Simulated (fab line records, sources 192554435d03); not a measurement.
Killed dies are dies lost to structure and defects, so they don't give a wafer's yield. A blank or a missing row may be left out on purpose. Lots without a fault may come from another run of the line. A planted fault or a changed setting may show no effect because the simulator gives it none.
fab line records | flow n5_finfet
record lots=10 wafers=28 last_day=18
route steps=1938 shown BEOL_M2@857 BEOL_M4@1111 PASSIVATION@1936
lots that met no fault: from a run of the same line without faults
start_h: hours from the record's first day to the start of the lot's first wafer shown | wait_h: hours since the lot's step before | " the same as in the row above | L1.1+2: a row that stands for several wafers | - no value, or no start given | * or withheld: withheld | < > ~ a bound
route shown NAME@n: a module of which the file shows steps, and the number in the route of the first | usual: mean/standard deviation of fault-free wafers | same: alike in all rows | chamber/n: place in a boat | sites: the reading at each site | _std_site: their standard deviation | _edge_site: outer sites' mean less inner sites' | radius_mm: how far each site lies from the wafer's centre | mask NAME#n: copy n | behind: the tool/chamber that last shaped the wafer | hold: why the lot was held/for how many hours/how that ended | device: the transistor (n, p or np) that didn't switch | end of line: the same wafers' tests at the end of the route | a step without rows: its recipe alone | killed: dies lost to structure and defects at the first sort, not the wafer's yield | map: a wafer's dies, x killed, . not, _ none there
set.NAME: the setting as run; set.NAME@STEP: as run at that earlier step | model.NAME: the simulator's own value behind a step, which no gauge read
steps of the route over a sample of lots; a table a step, a row a wafer
services: from which hour (start_h, from the record's first day; less than 0 if before it) a tool's chamber was out of use, for how many hours, and why
## steps
# step N5_BEOL_M2_DESCUM_16
# recipe chemistry=O2 time_s=7 source_power_w=50 bias_power_w=20 pressure_mtorr=20 rf_frequency_hz=2.712e+07 temp_c=40 resist=CAR-EUV o2_flow_sccm=225
# usual drypump_motor_current_A=5.6/0.46 oes_product_au=0.81/0.061 rf_vpp_V=243.2/1.3 showerhead_plenum_p_Torr=2.10/0.066 throttle_valve_pct=20.37/0.24
# columns lot.wafer tool chamber start_h wait_h drypump_motor_current_A oes_product_au rf_hours_counter_h rf_vpp_V showerhead_plenum_p_Torr throttle_valve_pct
L689.2 rie_diel-02 2 147.34 0.0 5.1 0.93 18 242.9 2.05 20.58
L689.3 " 0 " " 5.4 0.73 145 243.0 2.08 20.47
L689.5 " 0 " " 5.4 0.73 - 242.4 2.08 20.46
L691.2 rie_diel-03 2 156.84 0.0 5.6 0.89 25 244.6 2.14 20.01
L691.6 " 1 " " 6.1 0.90 - 244.6 2.14 20.17
L692.3 rie_diel-06 3 182.63 0.0 6.6 0.78 93 242.6 2.12 20.63
L692.4 " 2 " " 5.4 0.81 96 241.4 2.01 20.33
L692.5 " 3 " " 6.6 0.79 - 245.4 2.12 20.63
L694.2 rie_diel-03 3 190.24 0.0 6.0 0.76 136 244.4 2.09 20.15
L694.4 " 2 " " 5.6 0.88 35 244.1 2.13 20.02
L694.5 " 2 " " 5.6 0.87 - 243.5 2.13 20.01
L695.1 rie_diel-06 0 192.42 0.1 6.2 0.87 41 242.7 2.03 20.43
L695.3 " 3 " " 6.6 0.79 96 243.0 2.12 20.62
L695.5 " 2 " " 5.4 0.80 - 241.3 2.01 20.33
L700.3 rie_diel-02 1 210.13 0.0 5.0 0.84 49 242.7 2.03 20.38
L700.4 " 2 " " 5.1 0.89 38 241.8 2.04 20.63
L700.5 " 0 " " 5.4 0.73 - 243.4 2.07 20.49
L701.2 rie_diel-06 1 217.96 0.0 4.8 0.72 176 240.7 2.02 20.76
L701.4 " 3 " " 6.6 0.77 104 244.0 2.12 20.64
L701.5 " 2 " " 5.4 0.79 - 243.4 2.01 20.34
L703.3 rie_diel-03 0 238.45 0.0 5.4 0.81 92 243.5 2.21 20.03
L703.6 " 0 " " 5.5 0.80 - 244.8 2.21 20.01
L710.2 rie_diel-06 1 275.62 0.1 4.8 0.71 197 242.0 2.01 20.77
L710.4 " 2 " " 5.4 0.77 129 243.5 2.00 20.38
L710.5 " 1 " " 4.8 0.71 - 242.4 2.01 20.78
L709.1 rie_diel-02 0 279.40 0.0 5.4 0.70 191 243.1 2.06 20.54
L709.2 " 1 " " 5.1 0.81 76 242.1 2.02 20.41
L709.4 " 3 " " 5.4 0.75 181 243.5 2.19 20.62
# step N5_BEOL_M2_CD_MEAS_28
# recipe target_cd_nm=26.2 landing_energy_ev=500 detector=se_inlens target_cd_y_nm=24.1 polarity=opening
# usual cd_nm=26.15/0.24
# columns lot.wafer tool chamber start_h wait_h cd_nm
L689.2 cd_sem-01 0 148.23 - 26.33
L689.3 " 0 " " 26.22
L689.5 " 0 " " 26.51
L691.2 cd_sem-03 0 157.88 - 26.13
L691.6 " 0 " " 26.27
L692.3 cd_sem-02 0 183.51 - 25.69
L692.4 " 0 " " 26.14
L692.5 " 0 " " 26.17
L694.2 cd_sem-03 0 190.99 - 26.07
L694.4 " 0 " " 26.10
L694.5 " 0 " " 25.92
L695.1 cd_sem-01 0 193.30 - 25.87
L695.3 " 0 " " 26.18
L695.5 " 0 " " 25.98
L700.3 cd_sem-03 0 210.89 - 26.30
L700.4 " 0 " " 26.48
L700.5 " 0 " " 25.87
L701.2 cd_sem-02 0 218.71 - 26.46
L701.4 " 0 " " 26.12
L701.5 " 0 " " 26.25
L703.3 cd_sem-02 0 239.20 - 26.25
L703.6 " 0 " " 26.37
L710.2 cd_sem-02 0 276.49 - 25.98
L710.4 " 0 " " 26.31
L710.5 " 0 " " 26.37
L709.1 cd_sem-03 0 280.29 - 26.20
L709.2 " 0 " " 26.70
L709.4 " 0 " " 26.63
# step N5_BEOL_M2_ETCH_77
# recipe chemistry=N2/H2 target=underlayer target_depth_a=65 mask_material=CAR-EUV time_s=5.2 ion_energy_ev=200 pressure_mtorr=30 source_w=840 bias_w=150 n2_flow_sccm=200 h2_flow_sccm=200 ends=cleared
# usual drypump_motor_current_A=5.6/0.5 etch_rf_on_time_s=5.25/0.13 oes_product_au=0.69/0.048 rf_vpp_V=524.1/2.4 showerhead_plenum_p_Torr=2.54/0.078 throttle_valve_pct=17.74/0.28
# columns lot.wafer tool chamber start_h wait_h drypump_motor_current_A etch_rf_on_time_s oes_product_au rf_hours_counter_h rf_vpp_V showerhead_plenum_p_Torr throttle_valve_pct
L689.2 rie_diel-03 0 148.38 0.0 5.5 5.19 0.72 65 528.7 2.69 17.27
L689.3 " 2 " " 5.6 5.20 0.76 22 524.8 2.59 17.30
L689.5 " 2 " " 5.6 5.17 0.76 - 525.5 2.59 17.30
L691.2 rie_diel-06 0 158.53 0.0 6.2 5.30 0.74 32 522.6 2.48 17.76
L691.6 " 0 " " 6.3 5.27 0.76 - 522.7 2.48 17.78
L692.3 rie_diel-06 1 183.69 0.0 4.8 5.22 0.63 164 522.1 2.42 17.92
L692.4 " 3 " " 6.6 5.20 0.68 93 525.7 2.58 18.09
L692.5 " 1 " " 4.8 5.22 0.63 - 521.3 2.42 17.88
L694.2 rie_diel-03 3 191.29 0.0 6.0 5.06 0.65 137 522.0 2.54 17.76
L694.4 " 0 " " 5.5 5.17 0.70 77 526.3 2.68 17.28
L694.5 " 1 " " 6.1 5.31 0.75 - 523.6 2.59 17.55
L695.1 rie_diel-06 1 193.46 0.0 4.8 5.23 0.62 168 519.6 2.42 17.88
L695.3 " 2 " " 5.4 5.57 0.67 100 522.5 2.45 17.70
L695.5 " 1 " " 4.8 5.29 0.63 - 520.4 2.42 17.88
L700.3 rie_diel-03 3 211.04 0.0 6.0 5.12 0.65 143 526.1 2.54 17.74
L700.4 " 0 " " 5.5 5.16 0.70 82 528.7 2.68 17.30
L700.5 " 2 " " 5.6 5.13 0.72 - 525.6 2.58 17.33
L701.2 rie_diel-02 1 218.87 0.0 5.0 5.41 0.70 52 524.1 2.48 17.89
L701.4 " 0 " " 5.4 5.31 0.61 167 524.5 2.53 18.08
L701.5 " 3 " " 5.4 5.32 0.63 - 526.5 2.65 17.85
L703.3 rie_diel-02 0 239.36 0.0 5.4 5.43 0.60 175 522.7 2.53 18.08
L703.6 " 0 " " 5.4 5.40 0.60 - 523.6 2.53 18.07
L710.2 rie_diel-06 0 276.65 0.0 6.2 5.23 0.69 69 521.8 2.47 17.85
L710.4 " 1 " " 4.9 5.20 0.61 197 521.2 2.41 17.92
L710.5 " 0 " " 6.2 5.22 0.71 - 523.7 2.47 17.88
L709.1 rie_diel-06 3 280.45 0.0 6.6 5.17 0.66 124 524.9 2.56 18.15
L709.2 " 2 " " 5.5 5.49 0.66 131 522.1 2.44 17.74
L709.4 " 0 " " 6.3 5.23 0.70 71 521.9 2.47 17.86
# step N5_BEOL_M2_ALD_98
# recipe material=SiO2 target_thk_a=25 temp_c=100 ald_precursor_family=BDEAS ald_co_reactant=O2-plasma pulse_time_s=1 co_reactant_pulse_time_s=1 purge_time_s=2 co_reactant_purge_time_s=2 ald_cycles=17 pressure_torr=2
# usual ald_cycles=17/0 heater_power_w=81/9 precursor_pulse_height_rel=1.000/0.019
# same co_reactant_pulse_time_s=1 co_reactant_purge_time_s=2
# columns lot.wafer tool chamber start_h wait_h ald_cycles heater_power_w precursor_pulse_height_rel
L689.2 ald_sin-04 2 148.48 0.1 17 67 1.024
L689.3 " 0 " " 17 80 1.021
L689.5 " 3 " " 17 79 1.000
L691.2 ald_sin-04 1 158.62 0.1 17 92 1.037
L691.6 " 1 " " 17 94 0.988
L692.3 ald_sin-02 0 183.98 0.2 17 95 0.996
L692.4 " 2 " " 17 82 1.012
L692.5 " 2 " " 17 84 1.010
L694.2 ald_sin-03 3 192.05 0.7 17 66 1.010
L694.4 " 1 " " 17 71 1.013
L694.5 " 3 " " 17 67 1.032
L695.1 ald_sin-02 2 193.68 0.2 17 84 0.999
L695.3 " 3 " " 17 87 0.984
L695.5 " 1 " " 17 82 1.007
L700.3 ald_sin-04 3 211.17 0.1 28 84 0.988
L700.4 " 2 " " 17 70 0.993
L700.5 " 3 " " 17 83 1.029
L701.2 ald_sin-02 0 219.05 0.1 17 93 1.004
L701.4 " 2 " " 17 84 0.988
L701.5 " 3 " " 17 90 0.966
L703.3 ald_sin-04 0 239.96 0.5 28 82 0.988
L703.6 " 3 " " 17 83 0.995
L710.2 ald_sin-03 3 277.20 0.5 17 66 1.000
L710.4 " 1 " " 17 70 1.016
L710.5 " 3 " " 17 67 0.981
L709.1 ald_sin-03 3 280.57 0.1 17 68 0.963
L709.2 " 1 " " 17 72 1.020
L709.4 " 0 " " 17 92 1.020
# step N5_BEOL_M4_RC_MEAS_101
# usual DIBL_N=36.0/1.9 DIBL_P=36.0/2.1 IOFF_N=0.155/0.029 IOFF_P=0.20/0.032 ION_N=672/11 ION_P=461/6.9 SS_N=71.5/0.58 SS_P=73.2/0.64 VT_N=250.4/2.9 VT_P=-251.0/2.8
# columns lot.wafer tool chamber start_h wait_h DIBL_N[mV/V] DIBL_P[mV/V] IOFF_N[nA/um] IOFF_P[nA/um] ION_N[uA/um] ION_P[uA/um] SS_N[mV/dec] SS_P[mV/dec] VT_N[mV] VT_P[mV]
L689.2 prober-01 0 187.22 0.2 34.9 34.6 0.145 0.22 661 457 71.4 72.4 249.4 -248.6
L689.3 " 0 " " 35.2 35.3 0.160 0.22 670 462 71.6 73.1 245.6 -248.3
L689.5 " 0 " " 36.4 35.9 0.168 0.22 669 460 72.3 72.6 247.4 -250.0
L691.2 prober-01 0 210.12 0.2 34.8 34.1 0.124 0.19 666 460 71.1 72.9 252.0 -249.1
L691.6 " 0 " " 36.1 35.2 0.143 0.20 660 460 71.8 73.1 251.5 -249.3
L692.3 prober-02 0 214.62 0.3 40.6 39.6 0.218 0.27 676 465 72.8 74.5 248.8 -248.0
L692.4 " 0 " " 39.2 39.2 0.194 0.25 686 466 72.2 74.2 246.9 -246.9
L692.5 " 0 " " 41.7 41.4 0.236 0.30 678 467 72.6 74.4 246.5 -246.9
L694.2 prober-02 0 223.72 0.2 37.7 38.7 0.197 0.25 671 459 72.4 73.5 246.4 -249.8
L694.4 " 0 " " 36.1 36.5 0.157 0.22 675 459 71.7 74.0 251.4 -250.4
L694.5 " 0 " " 38.0 38.1 0.179 0.23 665 453 72.1 73.7 249.0 -251.9
L695.1 prober-01 0 227.73 0.0 38.1 38.0 0.178 0.22 688 468 71.8 73.3 247.4 -249.7
L695.3 " 0 " " 35.3 34.2 0.125 0.17 671 459 71.0 72.6 253.8 -253.8
L695.5 " 0 " " 37.7 37.6 0.177 0.21 690 464 71.1 73.1 247.6 -250.1
L700.3 prober-01 0 246.81 0.3 35.9 36.1 0.174 0.21 683 463 71.9 73.4 245.5 -251.0
L700.4 " 0 " " 34.2 34.0 0.141 0.17 652 451 71.5 73.0 252.5 -252.2
L700.5 " 0 " " 37.2 36.8 0.195 0.22 689 462 72.0 74.3 247.2 -251.3
L701.2 prober-01 0 256.73 0.2 35.7 35.4 0.163 0.23 669 469 70.7 73.5 247.3 -248.7
L701.4 " 0 " " 33.4 32.3 0.118 0.18 667 465 70.2 73.1 252.6 -250.8
L701.5 " 0 " " 33.0 32.2 0.117 0.18 662 467 70.9 72.9 249.7 -249.4
L703.3 prober-02 0 279.82 0.3 36.1 36.5 0.134 0.18 661 454 71.1 72.7 256.5 -253.1
L703.6 " 0 " " 35.8 35.8 0.122 0.17 666 453 71.1 73.3 258.4 -254.2
L710.2 prober-01 0 311.51 0.2 37.5 36.0 0.179 0.23 672 465 71.6 73.9 248.6 -246.8
L710.4 " 0 " " 35.8 34.7 0.147 0.20 678 460 71.1 72.9 251.6 -250.3
L710.5 " 0 " " 38.0 36.4 0.173 0.24 657 450 71.5 73.8 248.6 -252.1
L709.1 prober-01 0 313.78 0.0 34.4 35.1 0.149 0.19 682 466 71.6 73.0 252.9 -249.1
L709.2 " 0 " " 33.3 33.1 0.118 0.15 661 450 71.0 72.6 255.5 -255.7
L709.4 " 0 " " 32.8 33.0 0.119 0.16 674 462 70.4 72.9 251.2 -253.9
# step N5_PASSIVATION_PROBE_49
# usual defect_limited_yield=91.0/1.5 killed_at_M0_to_M3=33/9.4 killed_at_M4_up=14/4.8 killed_at_contacts=13/7.3 killed_at_front_end=43/13 killed_at_other=3.6/2.9 killed_dies=106/18 killed_open=69/13 killed_short=35/8.2 sort_bin_5_function=5.3/1 sort_bin_6_memory=3.3/0.68 sort_n_pass=1074/18 sort_yield_pct=91.0/1.5
# same gross_dies=1180 killed_at_back_side=0 sort_bin_4_leakage[%]=0 sort_bin_8_speed[%]=0
# columns lot.wafer tool chamber start_h wait_h defect_limited_yield[%] killed_at_M0_to_M3 killed_at_M4_up killed_at_contacts killed_at_front_end killed_at_other killed_dies killed_open killed_short sort_bin_5_function[%] sort_bin_6_memory[%] sort_n_pass sort_yield_pct[%]
L703.6 prober-02 - 381.74 0.3 89.0 46 17 14 50 3 130 83 36 6.4 3.7 1050 89.0
# killed by level:class
L703.6 BEOL_M0_SAQP:geometric_particle:open=12 STI_FIN_REVEAL:geometric_particle:open=11 MOL_CONTACT_COAG:geometric_particle:open=11 FIN_SAQP:geometric_particle:short=10 BEOL_M1:geometric_particle:open=9 HKMG_FIN:area_etch=9 FIN_SAQP:geometric_particle:open=7 BEOL_M0_SAQP:geometric_particle:short=7
## services
# columns tool chamber start_h hours kind
ald_sin-02 - 130.27 0.4 repair
rie_diel-06 0 131.05 5.5 repair
ald_sin-04 2 153.87 21.7 repair
rie_diel-06 0 162.38 3.7 repair
rie_diel-02 1 162.82 3.1 repair
ald_sin-03 - 166.93 1.7 repair
ald_sin-03 - 178.05 14.0 pm
ald_sin-03 0 178.05 14.0 vent_cycle
ald_sin-03 1 178.05 14.0 vent_cycle
ald_sin-03 2 178.05 14.0 vent_cycle
ald_sin-03 3 178.05 14.0 vent_cycle
ald_sin-03 0 192.05 - clean
ald_sin-03 1 192.05 - clean
ald_sin-03 2 192.05 - clean
ald_sin-03 3 192.05 - clean
rie_diel-06 3 237.05 5.0 repair
ald_sin-02 - 269.78 1.4 repair
## key
first_sign step=N5_BEOL_M2_ALD_98 reading=ald_cycles direction=up sigmas=99+ usual=* struck=*
effect none on later readings
met_at N5_BEOL_M2_ALD_98
struck_lots L700,L703
struck_wafers L700.3,L703.3
not_acting_at N5_BEOL_M2_DESCUM_16,N5_BEOL_M2_CD_MEAS_28,N5_BEOL_M2_ETCH_77
onset_between 158.62 211.17
fault kind=process_parameter_drift tool=ald_sin-04 chamber=- onset_h=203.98 steps=N5_BEOL_M2_ALD_98 channel=ald_cycles offset=* shape=step end_h=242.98 scope=struck_wafers_only acts_in=* stated=*
